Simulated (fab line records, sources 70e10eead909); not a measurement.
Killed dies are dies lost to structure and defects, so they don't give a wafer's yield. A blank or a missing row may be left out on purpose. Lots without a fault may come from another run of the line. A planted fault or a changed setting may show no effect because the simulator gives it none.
Which tool did it? | flow nand_harc | 12 lots, 36 wafers sampled, at 1 step of a route of 1302

WHAT THE GAUGES READ, wafer by wafer
NHARC_A_M1_THK_MEAS_24: measures by xrf.
lot  | measured     | on            | thk_nm (nm)
L077 | day 23 18:14 | film_metro-02 | 153.4 156.2 152.7
L076 | day 23 22:14 | film_metro-01 | 155.3 155.9 154.9
L079 | day 25 07:32 | film_metro-01 | 153.4 150.8 158.1
L081 | day 26 19:22 | film_metro-01 | 153.6 150.5 154.0
L083 | day 27 03:44 | film_metro-02 | 154.7 154.9 153.3
L086 | day 27 13:02 | film_metro-02 | 153.3 152.7 155.0
L088 | day 28 16:28 | film_metro-02 | 153.7 153.9 154.5
L087 | day 28 23:56 | film_metro-02 | 155.9 156.4 153.4
L090 | day 30 05:28 | film_metro-02 | 154.7 156.3 155.2
L093 | day 30 23:31 | film_metro-01 | 155.2 155.2 155.4
L094 | day 31 14:51 | film_metro-01 | 155.9 154.0 152.4
L096 | day 33 03:39 | film_metro-01 | 153.8 155.1 153.0

WHICH TOOL RAN EACH LOT (tool, then ch and the chambers of the sampled wafers, then the start)
The record holds no process step before these readings.

THE ANSWER, worked out from the rows above alone
Rule: what is usual is taken from the lots themselves. Put in order of their means at a reading, lots are off if they are a third of the lots or fewer, leave a main group of 4 or more, and stand apart from it by a gap of 3 or more times the standard deviation of the main group's means; of several such gaps the widest counts. A main group whose means are all the same, to the digits that the tables above print for the reading, isn't used. A lot without any number at a reading at which 4 lots or more have one is off too. The other lots that the step has rows for count as sound.
No lot is off at any reading shown: from this, nothing can be told.

WHAT THE SIMULATOR HAD PUT IN
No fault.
